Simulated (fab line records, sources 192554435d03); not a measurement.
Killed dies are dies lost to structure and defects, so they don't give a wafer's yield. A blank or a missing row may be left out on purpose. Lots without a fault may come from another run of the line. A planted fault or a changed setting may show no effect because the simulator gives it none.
fab line records | flow n5_finfet
record lots=6 wafers=17 last_day=17
route steps=1938 shown BEOL_M0_SAQP@646 BEOL_M4@1111
lots that met no fault: from a run of the same line without faults
start_h: hours from the record's first day to the start of the lot's first wafer shown | wait_h: hours since the lot's step before | " the same as in the row above | L1.1+2: a row that stands for several wafers | - no value, or no start given | * or withheld: withheld | < > ~ a bound
route shown NAME@n: a module of which the file shows steps, and the number in the route of the first | usual: mean/standard deviation of fault-free wafers | same: alike in all rows | chamber/n: place in a boat | sites: the reading at each site | _std_site: their standard deviation | _edge_site: outer sites' mean less inner sites' | radius_mm: how far each site lies from the wafer's centre | mask NAME#n: copy n | behind: the tool/chamber that last shaped the wafer | hold: why the lot was held/for how many hours/how that ended | device: the transistor (n, p or np) that didn't switch | end of line: the same wafers' tests at the end of the route | a step without rows: its recipe alone | killed: dies lost to structure and defects at the first sort, not the wafer's yield | map: a wafer's dies, x killed, . not, _ none there
set.NAME: the setting as run; set.NAME@STEP: as run at that earlier step | model.NAME: the simulator's own value behind a step, which no gauge read
lots at some steps of the route; a table a step, a row a wafer
services: from which hour (start_h, from the record's first day; less than 0 if before it) a tool's chamber was out of use, for how many hours, and why
## steps
# step N5_BEOL_M0_SAQP_EXPOSE_11
# recipe mask_id=M0_CORE na=1.35 source_shape=dipole sigma_inner=0.538 sigma_outer=0.738 polarization=te target_cd_nm=42 dose_mj=55
# step N5_BEOL_M0_SAQP_PEB_12
# recipe peb_temp_c=withheld peb_time_s=60 resist=CAR-ArF
# step N5_BEOL_M0_SAQP_DEVELOP_13
# recipe develop_time_s=30 developer=TMAH resist=CAR-ArF dev_temp_c=23 rinse_liquid=diw dry=air_spin
# step N5_BEOL_M0_SAQP_CD_MEAS_14
# recipe target_cd_nm=42.5 landing_energy_ev=500 detector=se_inlens
# usual cd_nm=42.6/0.4
# columns lot.wafer tool chamber start_h wait_h cd_nm
L551.1 cd_sem-02 0 119.24 - 42.7
L551.3 " 0 " " 42.3
L551.4 " 0 " " 42.5
L553.2 cd_sem-01 0 138.95 - 42.7
L553.4 " 0 " " 43.9
L553.5 " 0 " " 42.8
L556.1 cd_sem-01 0 143.12 - 43.0
L556.2 " 0 " " 42.1
L556.6 " 0 " " 42.3
L559.1 cd_sem-01 0 161.40 - 42.0
L559.2 " 0 " " 42.1
L559.6 " 0 " " 42.7
L565.1 cd_sem-02 0 198.62 - 42.9
L565.5 " 0 " " 43.0
L569.1 cd_sem-01 0 224.34 - 42.2
L569.2 " 0 " " 43.0
L569.3 " 0 " " 42.5
# step N5_BEOL_M0_SAQP_OVL_MEAS_15
# recipe points_per_wafer=44
# usual M0_CORE_OVL=0.1/0.67
# columns lot.wafer tool chamber start_h wait_h M0_CORE_OVL[nm]
L551.1 overlay-02 0 119.27 0.0 0.9
L551.3 " 0 " " 0.1
L551.4 " 0 " " 1.0
L553.2 overlay-02 0 138.98 0.0 0.2
L553.4 " 0 " " 1.6
L553.5 " 0 " " 0.4
L556.1 overlay-02 0 143.15 0.0 -1.4
L556.2 " 0 " " -0.2
L556.6 " 0 " " 0.2
L559.1 overlay-01 0 161.43 0.0 0.0
L559.2 " 0 " " 1.3
L559.6 " 0 " " 0.2
L565.1 overlay-01 0 198.65 0.0 1.3
L565.5 " 0 " " 0.1
L569.1 overlay-02 0 224.37 0.0 0.2
L569.2 " 0 " " -0.8
L569.3 " 0 " " -0.4
# step N5_BEOL_M0_SAQP_INSPECT_16
# recipe mode=adi inspect_instrument=brightfield
# usual raw_defect_count=508/140
# columns lot.wafer tool chamber start_h wait_h raw_defect_count
L551.1 defect_inspect-01 - 119.29 0.0 596
L551.3 " - " " 570
L551.4 " - " " 452
L553.2 defect_inspect-02 - 139.00 0.0 447
L553.4 " - " " 476
L553.5 " - " " 498
L556.1 defect_inspect-02 - 143.17 0.0 409
L556.2 " - " " 355
L556.6 " - " " 367
L559.1 defect_inspect-01 - 161.45 0.0 312
L559.2 " - " " 701
L559.6 " - " " 359
L565.1 defect_inspect-01 - 198.68 0.0 557
L565.5 " - " " 510
L569.1 defect_inspect-02 - 224.40 0.0 361
L569.2 " - " " 379
L569.3 " - " " 358
# step N5_BEOL_M0_SAQP_DESCUM_19
# recipe chemistry=O2 time_s=7.9 source_power_w=50 bias_power_w=20 pressure_mtorr=20 rf_frequency_hz=2.712e+07 temp_c=40 resist=CAR-ArF o2_flow_sccm=225
# usual drypump_motor_current_A=5.4/0.43 oes_product_au=0.82/0.099 rf_vpp_V=243.0/1.3 showerhead_plenum_p_Torr=2.07/0.074 throttle_valve_pct=20.46/0.22
# columns lot.wafer tool chamber start_h wait_h drypump_motor_current_A oes_product_au rf_hours_counter_h rf_vpp_V showerhead_plenum_p_Torr throttle_valve_pct
L551.1 rie_diel-01 3 119.33 0.0 5.6 0.68 246 244.1 2.17 20.44
L551.3 " 0 " " 5.4 0.70 245 242.3 1.98 20.83
L551.4 " 0 " " 5.4 0.69 - 241.0 1.98 20.84
L553.2 rie_diel-01 1 139.04 0.0 5.1 0.75 143 243.2 2.00 20.72
L553.4 " 0 " " 5.4 0.69 - 241.4 1.97 20.85
L553.5 " 2 " " 5.4 0.97 - 242.5 2.06 20.22
L556.1 rie_diel-01 1 143.32 0.1 5.1 0.76 145 241.5 1.99 20.73
L556.2 " 2 " " 5.4 0.96 10 242.3 2.06 20.23
L556.6 " 2 " " 5.5 0.96 - 241.3 2.06 20.23
L559.1 rie_diel-04 3 161.49 0.0 6.4 0.76 138 243.7 2.07 20.49
L559.2 " 0 " " 5.3 0.94 10 244.2 2.11 20.25
L559.6 " 0 " " 5.3 0.94 - 243.1 2.11 20.27
L565.1 rie_diel-01 1 198.71 0.0 5.1 0.73 164 240.7 1.99 20.77
L565.5 " 1 " " 5.1 0.73 - 242.5 1.99 20.75
L569.1 rie_diel-01 1 224.43 0.0 5.1 0.73 171 240.5 1.99 20.78
L569.2 " 3 " " 5.6 0.91 23 243.8 2.16 20.12
L569.3 " 2 " " 5.4 0.91 35 242.2 2.05 20.26
# step N5_BEOL_M0_SAQP_ETCH_83
# recipe chemistry=CF4 target=SiARC target_depth_a=390 mask_material=CAR-ArF time_s=65 ion_energy_ev=80 pressure_mtorr=40 source_w=545 bias_w=36 Ar_flow_sccm=100 cf4_flow_sccm=100 ends=cleared
# usual cf4_flow_sccm=100.0/0.31 drypump_motor_current_A=5.4/0.43 etch_rf_on_time_s=65.4/1.9 oes_product_au=0.70/0.088 rf_fwd_power_W=537.6/3 rf_vpp_V=183.9/1.2 showerhead_plenum_p_Torr=2.13/0.075 throttle_valve_pct=15.62/0.23
# columns lot.wafer tool chamber start_h wait_h cf4_flow_sccm drypump_motor_current_A etch_rf_on_time_s oes_product_au rf_fwd_power_W rf_hours_counter_h rf_vpp_V showerhead_plenum_p_Torr throttle_valve_pct
L551.1 rie_diel-01 3 119.36 0.0 100.1 5.6 63.1 0.60 537.1 246 187.1 2.21 15.72
L551.3 " 0 " " 99.7 5.4 65.5 0.58 537.7 245 183.3 2.01 15.93
L551.4 " 0 " " 100.0 5.4 66.0 0.58 541.2 - 181.8 2.01 15.93
L553.2 rie_diel-01 1 139.07 0.0 100.0 5.1 67.6 0.63 534.5 144 183.0 2.06 15.91
L553.4 " 0 " " 100.8 5.3 65.4 0.58 540.9 - 182.6 2.01 15.95
L553.5 " 2 " " 99.9 5.5 66.0 0.82 536.7 - 183.1 2.09 15.25
L556.1 rie_diel-01 1 143.36 0.0 99.6 5.0 69.0 0.63 536.6 145 183.2 2.06 15.90
L556.2 " 2 " " 99.6 5.5 66.9 0.81 539.3 10 183.0 2.09 15.25
L556.6 " 2 " " 99.7 5.4 66.2 0.82 539.6 - 183.0 2.09 15.25
L559.1 rie_diel-04 3 161.52 0.0 100.1 6.4 63.9 0.64 536.3 138 184.0 2.13 15.71
L559.2 " 0 " " 99.8 5.3 64.1 0.81 538.5 10 185.4 2.18 15.53
L559.6 " 0 " " 99.3 5.3 63.9 0.82 536.3 - 183.2 2.18 15.52
L565.1 rie_diel-01 1 198.75 0.0 99.7 5.1 68.4 0.62 535.6 164 182.9 2.06 15.94
L565.5 " 1 " " 99.5 5.1 68.4 0.62 534.5 - 182.8 2.06 15.93
L569.1 rie_diel-01 1 224.47 0.0 100.0 5.1 68.6 0.61 537.0 171 183.3 2.06 15.94
L569.2 " 3 " " 100.3 5.6 61.8 0.80 539.1 23 185.1 2.20 15.28
L569.3 " 2 " " 100.1 5.5 67.8 0.75 543.4 35 181.9 2.08 15.30
# step N5_BEOL_M0_SAQP_ETCH_84
# recipe chemistry=N2/H2 target=SOC target_depth_a=1000 overetch_a=200 mask_material=SiARC temp_c=40 time_s=150 ion_energy_ev=200 pressure_mtorr=30 source_w=840 bias_w=150 n2_flow_sccm=200 h2_flow_sccm=200
# usual drypump_motor_current_A=5.4/0.43 oes_product_au=0.73/0.087 rf_fwd_power_W=836.1/2.6 rf_vpp_V=523.5/2.5 showerhead_plenum_p_Torr=2.52/0.084 throttle_valve_pct=17.84/0.3
# columns lot.wafer tool chamber start_h wait_h drypump_motor_current_A oes_product_au rf_fwd_power_W rf_hours_counter_h rf_vpp_V showerhead_plenum_p_Torr throttle_valve_pct
L551.1 rie_diel-01 3 119.41 0.0 5.6 0.61 837.4 246 526.4 2.58 17.64
L551.3 " 0 " " 5.3 0.61 831.8 245 518.6 2.39 18.15
L551.4 " 0 " " 5.4 0.61 833.1 - 522.3 2.39 18.15
L553.2 rie_diel-01 1 139.12 0.0 5.1 0.68 839.2 144 521.8 2.43 18.11
L553.4 " 0 " " 5.4 0.61 838.6 - 518.4 2.39 18.15
L553.5 " 2 " " 5.4 0.86 836.5 - 523.6 2.48 17.49
L556.1 rie_diel-01 1 143.41 0.0 5.1 0.68 834.1 145 520.9 2.42 18.13
L556.2 " 2 " " 5.5 0.86 836.9 10 523.2 2.48 17.51
L556.6 " 2 " " 5.4 0.86 837.3 - 520.9 2.48 17.51
L559.1 rie_diel-04 3 161.57 0.0 6.4 0.67 836.7 138 524.9 2.56 18.20
L559.2 " 0 " " 5.3 0.85 840.3 10 526.0 2.60 17.84
L559.6 " 0 " " 5.3 0.85 834.4 - 525.7 2.60 17.84
L565.1 rie_diel-01 1 198.80 0.0 5.1 0.67 834.2 164 521.0 2.42 18.14
L565.5 " 1 " " 5.1 0.67 830.1 - 521.4 2.42 18.15
L569.1 rie_diel-01 1 224.52 0.0 5.1 0.67 835.3 171 519.5 2.41 18.15
L569.2 " 3 " " 5.6 0.81 839.7 23 526.2 2.57 17.24
L569.3 " 2 " " 5.4 0.81 839.4 35 522.9 2.47 17.55
# step N5_BEOL_M0_SAQP_STRIP_80
# recipe chemistry=N2/H2 temp_c=40 n2_flow_sccm=200 h2_flow_sccm=200 rf_frequency_hz=6e+07
# step N5_BEOL_M0_SAQP_HM_OPEN_112
# recipe chemistry=CHF3/O2 target=SiO2 stop_on=a-Si target_depth_a=120 over_etch_frac=1.25 mask_material=SOC time_s=13.5 pressure_mtorr=30 source_w=650 bias_w=170 Ar_flow_sccm=200 CHF3_flow_sccm=50 O2_flow_sccm=5 ion_energy_ev=200 ends=end_point
# usual drypump_motor_current_A=5.4/0.43 oes_o_777_au=0.81/0.097 oes_product_au=0.54/0.064 rf_vpp_V=528/13 showerhead_plenum_p_Torr=2.39/0.084 throttle_valve_pct=18.86/0.26
# columns lot.wafer tool chamber start_h wait_h drypump_motor_current_A oes_o_777_au oes_product_au rf_hours_counter_h rf_vpp_V showerhead_plenum_p_Torr throttle_valve_pct
L551.1 rie_diel-01 3 119.52 0.0 5.6 0.71 0.44 247 512 2.49 18.89
L551.3 " 0 " " 5.3 0.69 0.45 245 536 2.25 19.03
L551.4 " 0 " " 5.3 0.69 0.45 - 536 2.25 19.01
L553.2 rie_diel-01 1 139.23 0.0 5.1 0.72 0.49 144 529 2.34 19.29
L553.4 " 0 " " 5.4 0.68 0.44 - 535 2.24 19.04
L553.5 " 2 " " 5.5 0.96 0.64 - 551 2.35 18.45
L556.1 rie_diel-01 1 143.52 0.0 5.1 0.73 0.51 146 529 2.34 19.27
L556.2 " 2 " " 5.5 0.95 0.63 10 551 2.34 18.46
L556.6 " 2 " " 5.5 0.96 0.63 - 553 2.34 18.46
L559.1 rie_diel-04 3 161.68 0.0 6.4 0.76 0.49 138 516 2.41 18.99
L559.2 " 0 " " 5.3 0.91 0.63 10 536 2.47 18.91
L559.6 " 0 " " 5.3 0.91 0.62 - 536 2.47 18.92
L565.1 rie_diel-01 1 198.90 0.0 5.1 0.71 0.49 164 527 2.33 19.32
L565.5 " 1 " " 5.1 0.71 0.48 - 531 2.33 19.32
L569.1 rie_diel-01 1 224.62 0.0 5.1 0.70 0.49 172 528 2.33 19.31
L569.2 " 3 " " 5.6 0.94 0.59 23 511 2.48 18.54
L569.3 " 2 " " 5.5 0.88 0.59 36 551 2.33 18.49
# step N5_BEOL_M0_SAQP_STRIP_113
# recipe chemistry=CHF3/O2 resist=SiARC rf_frequency_hz=6e+07
# step N5_BEOL_M0_SAQP_MANDREL_ETCH_20
# recipe target_depth_a=600 chemistry=HBr/Cl2 target=a-Si stop_on=SiNx bt_time_s=10 mask_material=SOC over_etch_frac=0.5 time_s=30 pressure_mtorr=10 icp_w=800 bias_w=75 HBr_flow_sccm=150 Cl2_flow_sccm=80 ends=end_point
# usual drypump_motor_current_A=5.7/0.54 oes_product_au=0.776/0.013 rf_fwd_power_W=795.1/3 throttle_valve_pct=35.2/0.34
# columns lot.wafer tool chamber start_h wait_h drypump_motor_current_A oes_product_au rf_fwd_power_W rf_hours_counter_h throttle_valve_pct model.SOC_of_BEOL_M0_SAQP_COAT_81.thk_nm
L551.1 rie_si-06 2 119.60 0.0 6.7 0.759 797.8 150 34.9 75.4
L551.3 " 0 " " 5.7 0.784 787.7 144 35.6 77
L551.4 " 1 " " 6.6 0.766 793.8 46 35.6 76.2
L553.2 rie_si-05 1 139.31 0.0 5.2 0.775 796.4 180 35.1 76.4
L553.4 " 0 " " 5.5 0.773 794.1 95 35.7 76
L553.5 " 0 " " 5.5 0.772 795.2 - 35.7 76
L556.1 rie_si-05 3 143.60 0.0 6.3 0.766 605.6 127 35.2 78.6
L556.2 " 1 " " 5.2 0.767 605.0 180 35.2 79
L556.6 " 2 " " 5.1 0.774 601.4 - 34.6 77.6
L559.1 rie_si-05 1 161.76 0.0 5.2 0.776 602.0 181 35.1 78.6
L559.2 " 3 " " 6.3 0.756 600.1 127 35.2 78.2
L559.6 " 2 " " 5.1 0.787 602.8 - 34.6 77.4
L565.1 rie_si-06 2 198.99 0.0 6.6 0.753 796.2 151 34.9 75.4
L565.5 " 1 " " 6.6 0.763 796.5 - 35.6 76
L569.1 rie_si-06 2 224.71 0.0 6.7 0.765 796.0 152 34.9 74.8
L569.2 " 0 " " 5.7 0.794 798.9 146 35.6 77
L569.3 " 3 " " 5.4 0.774 796.1 144 35.3 75.6
# step N5_BEOL_M0_SAQP_STRIP_86
# recipe chemistry=N2/H2 power_w=500 temp_c=40 pressure_mtorr=50 rf_frequency_hz=6e+07 overash_fraction=0.3 bias_power_w=28 h2_frac=0.5 n2_flow_sccm=300 h2_flow_sccm=300
# usual drypump_motor_current_A=5.5/0.49 oes_product_au=0.82/0.088 rf_vpp_V=121.9/1.5 showerhead_plenum_p_Torr=3.34/0.089 throttle_valve_pct=19.0/0.43
# columns lot.wafer tool chamber start_h wait_h drypump_motor_current_A oes_product_au rf_hours_counter_h rf_vpp_V showerhead_plenum_p_Torr throttle_valve_pct
L551.1 rie_diel-04 3 119.70 0.1 6.4 0.78 127 121.2 3.39 19.5
L551.3 " 1 " " 5.7 0.81 121 124.7 3.36 18.7
L551.4 " 0 " " 5.3 0.97 2 122.6 3.43 18.9
L553.2 rie_diel-03 1 139.41 0.1 5.6 0.73 186 124.0 3.34 19.4
L553.4 " 3 " " 6.2 0.84 37 122.8 3.29 18.7
L553.5 " 1 " " 5.6 0.72 - 122.3 3.34 19.4
L556.1 rie_diel-04 3 143.70 0.1 6.4 0.78 132 121.9 3.39 19.5
L556.2 " 2 " " 4.8 0.70 197 121.4 3.23 19.2
L556.6 " 0 " " 5.3 0.95 - 122.6 3.43 18.9
L559.1 rie_diel-01 3 161.86 0.1 5.6 0.98 3 123.3 3.40 18.4
L559.2 " 1 " " 5.1 0.75 152 122.6 3.21 19.4
L559.6 " 1 " " 5.1 0.75 - 122.1 3.21 19.4
L565.1 rie_diel-04 0 199.09 0.1 5.3 0.92 21 122.3 3.42 19.0
L565.5 " 1 " " 5.7 0.80 - 125.1 3.34 18.7
L569.1 rie_diel-03 2 224.88 0.1 5.1 0.80 115 121.8 3.39 18.8
L569.2 " 0 " " 5.0 0.90 35 121.6 3.51 18.0
L569.3 " 3 " " 6.2 0.80 59 121.8 3.27 18.8
# step N5_BEOL_M4_RC_MEAS_101
# usual DIBL_N=36.5/2.2 DIBL_P=36.9/2.9 IOFF_N=0.17/0.044 IOFF_P=0.22/0.052 ION_N=671/16 ION_P=461/10 SS_N=71.6/0.73 SS_P=73.5/0.79 VT_N=250/4.1 VT_P=-250/4.1
# columns lot.wafer tool chamber start_h wait_h DIBL_N[mV/V] DIBL_P[mV/V] IOFF_N[nA/um] IOFF_P[nA/um] ION_N[uA/um] ION_P[uA/um] SS_N[mV/dec] SS_P[mV/dec] VT_N[mV] VT_P[mV]
L551.1 prober-02 0 196.37 0.0 34.3 33.6 0.11 0.16 662 454 71.5 72.3 253 -252
L551.3 " 0 " " 39.4 41.3 0.24 0.30 691 467 72.9 73.6 245 -245
L551.4 " 0 " " 34.4 34.4 0.12 0.19 660 456 70.8 73.4 253 -251
L553.2 prober-01 0 207.15 0.2 35.7 35.7 0.15 0.22 662 462 70.8 73.3 251 -251
L553.4 " 0 " " 37.2 37.0 0.17 0.24 678 467 71.6 73.2 250 -248
L553.5 " 0 " " 36.6 36.8 0.17 0.23 672 456 71.5 73.6 248 -251
L556.1 prober-01 0 212.77 0.0 36.6 36.5 0.19 0.21 668 452 73.5 74.4 247 -251
L556.2 " 0 " " 28.8 27.5 0.08 0.10 642 442 70.4 72.3 257 -261
L556.6 " 0 " " 36.4 36.8 0.19 0.22 665 454 72.6 74.2 247 -250
L559.1 prober-01 0 233.96 0.0 38.4 38.7 0.22 0.30 677 473 72.2 74.4 243 -245
L559.2 " 0 " " 39.4 39.3 0.21 0.30 680 469 72.2 74.0 245 -244
L559.6 " 0 " " 34.0 32.1 0.13 0.17 680 465 70.7 72.2 250 -254
L565.1 prober-01 0 291.19 0.3 37.5 39.0 0.21 0.25 686 475 72.1 73.5 248 -248
L565.5 " 0 " " 35.6 36.9 0.16 0.21 665 455 71.7 73.2 249 -250
L569.1 prober-02 0 296.85 0.0 38.8 40.5 0.21 0.25 686 460 72.5 73.7 245 -250
L569.2 " 0 " " 36.8 38.2 0.19 0.23 680 465 71.8 73.5 244 -248
L569.3 " 0 " " 37.6 38.7 0.19 0.23 680 464 71.8 73.1 246 -248
## services
# columns tool chamber start_h hours kind
rie_diel-04 2 96.27 15.7 repair
rie_si-05 2 98.46 6.1 repair
rie_diel-01 2 99.32 - clean
rie_diel-01 2 99.32 - consumable_replace:focus_ring
rie_diel-01 2 99.32 21.5 scheduled_down
rie_diel-01 2 99.32 21.5 vent_cycle
rie_diel-01 3 128.89 - clean
rie_diel-01 3 128.89 - consumable_replace:focus_ring
rie_diel-01 3 128.89 24.4 scheduled_down
rie_diel-01 3 128.89 24.4 vent_cycle
rie_si-05 - 133.79 0.1 repair
rie_diel-04 - 136.35 1.1 repair
rie_si-06 2 139.66 1.6 repair
rie_diel-04 0 152.81 8.1 repair
rie_diel-01 0 153.30 - clean
rie_diel-01 0 153.30 - consumable_replace:focus_ring
rie_diel-01 0 153.30 - consumable_replace:showerhead
rie_diel-01 0 153.30 29.5 scheduled_down
rie_diel-01 0 153.30 29.5 vent_cycle
rie_diel-04 - 167.56 0.5 repair
rie_si-06 1 214.65 134.4 repair
rie_diel-01 0 223.37 15.1 repair
## key
first_sign step=N5_BEOL_M0_SAQP_MANDREL_ETCH_20 reading=rf_fwd_power_W direction=down sigmas=65 usual=* struck=*
effect none on later readings
model_effect step=N5_BEOL_M0_SAQP_MANDREL_ETCH_20 value=SOC_of_BEOL_M0_SAQP_COAT_81.thk_nm without=75.67 struck=78.23
met_at N5_BEOL_M0_SAQP_MANDREL_ETCH_20
struck_wafers L556.1,L556.2,L556.6,L559.1,L559.2,L559.6
onset_between 139.31 143.60
fault kind=process_parameter_drift tool=rie_si-05 chamber=- onset_h=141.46 steps=N5_BEOL_M0_SAQP_MANDREL_ETCH_20 channel=icp_w offset=-192 shape=step end_h=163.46 acts_in=these_recipes_only stated=800
